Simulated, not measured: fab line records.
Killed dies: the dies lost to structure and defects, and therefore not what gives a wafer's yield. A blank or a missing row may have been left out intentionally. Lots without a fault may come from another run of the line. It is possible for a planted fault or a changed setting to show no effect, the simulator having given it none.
Which tool is to blame? ; flow n5-finfet ; 9 lots, 27 wafers sampled, at 6 steps of a route of 1938

## WHAT THE GAUGES READ, wafer by wafer
N5_BEOL_M4_RC_MEAS_101.
lot;measured;on;DIBL_N (mV/V)
L849;day 8 20:15;prober-02;36.7 34.7 39.2
L851;day 9 03:07;prober-02;34.3 34.0 32.7
L853;day 10 02:00;prober-02;32.7 34.2 35.7
L856;day 10 05:17;prober-01;37.1 38.0 40.5
L858;day 11 04:19;prober-02;36.3 34.5 36.6
L860;day 11 08:05;prober-01;35.0 38.4 38.7
L862;day 11 10:08;prober-02;35.4 36.7 34.1
L870;day 14 07:43;prober-02;37.5 37.7 36.6
L871;day 14 06:26;prober-01;37.2 37.9 39.3

## WHAT TOOL EACH LOT RAN ON (gives the tool, then ch and the chambers of the sampled wafers, and finally the start)
lot;N5_BEOL_M4_PECVD_72;N5_BEOL_M4_SPUTTER_92;N5_BEOL_M4_SPUTTER_96;N5_BEOL_M4_ANNEAL_51;N5_BEOL_M4_CMP_52
L849;pecvd-03 ch 1,2, day 7 14:47;pvd-sputter-03, day 8 18:35;pvd-sputter-03, day 8 19:01;rtp-anneal-01 ch 0, day 8 19:17;cmp-04 ch 1,3, day 8 19:37
L851;pecvd-01 ch 1,2, day 8 17:37;pvd-sputter-02, day 9 01:22;pvd-sputter-02, day 9 01:48;rtp-anneal-01 ch 0, day 9 02:03;cmp-04 ch 0,1,2, day 9 02:23
L853;pecvd-03 ch 0,1,2, day 9 07:45;pvd-sputter-02, day 10 00:27;pvd-sputter-02, day 10 00:53;rtp-anneal-02 ch 0, day 10 01:05;cmp-02 ch 0,1,2, day 10 01:23
L856;pecvd-03 ch 0,1,2, day 9 12:28;pvd-sputter-03, day 10 00:56;pvd-sputter-03, day 10 01:23;rtp-anneal-02 ch 0, day 10 01:46;cmp-03 ch 0,1,2, day 10 03:50
L858;pecvd-02 ch 0,2, day 10 13:53;pvd-sputter-01, day 11 02:25;pvd-sputter-01, day 11 02:51;rtp-anneal-01 ch 0, day 11 03:11;cmp-02 ch 0,1,2, day 11 03:26
L860;pecvd-01 ch 0,1,2, day 10 18:04;pvd-sputter-02, day 11 06:27;pvd-sputter-02, day 11 06:53;rtp-anneal-01 ch 0, day 11 07:05;cmp-04 ch 1,2,3, day 11 07:27
L862;pecvd-02 ch 0,1, day 10 22:04;pvd-sputter-01, day 11 08:27;pvd-sputter-01, day 11 08:53;rtp-anneal-01 ch 0, day 11 09:08;cmp-02 ch 0,1, day 11 09:23
L870;pecvd-02 ch 0,1, day 13 18:22;pvd-sputter-02, day 14 06:09;pvd-sputter-02, day 14 06:35;rtp-anneal-02 ch 0, day 14 06:48;cmp-04 ch 1,2, day 14 07:07
L871;pecvd-02 ch 0,1,2, day 13 20:01;pvd-sputter-01, day 14 04:34;pvd-sputter-01, day 14 05:00;rtp-anneal-02 ch 0, day 14 05:26;cmp-02 ch 1,2,3, day 14 05:43
- N5_BEOL_M4_PECVD_72: deposits SiO2 from TEOS/O2, target thk 16 nm, time 18 s.
- N5_BEOL_M4_SPUTTER_92: material Cu, target thk 4.5 nm, time 8.29 s.
- N5_BEOL_M4_SPUTTER_96: material Cu, target thk 4.5 nm, time 8.29 s.
- N5_BEOL_M4_ANNEAL_51: time 90 s.
- N5_BEOL_M4_CMP_52: polishes, stops on SiOC, t overpolish 6.8 s, target thk 40 nm.

## THE ANSWER, worked out from the rows above alone
Rule: usual is defined by the lots themselves. The widest of any qualifying gaps counts: lots, ordered by their means at a reading, are off when they make up no more than a third of the lots, leave a main group of 4 or more, and stand apart from it by 3 or more times the standard deviation of that group's means. A main group is skipped when, at the precision printed for the reading in the tables above, its means are all equal. A lot without any number at a reading at which 4 lots or more have one is off too. Any other lot the step has rows for is counted as sound.
None of the lots is off at any reading shown; this tells nothing.

## WHAT WAS PUT IN BY THE SIMULATOR
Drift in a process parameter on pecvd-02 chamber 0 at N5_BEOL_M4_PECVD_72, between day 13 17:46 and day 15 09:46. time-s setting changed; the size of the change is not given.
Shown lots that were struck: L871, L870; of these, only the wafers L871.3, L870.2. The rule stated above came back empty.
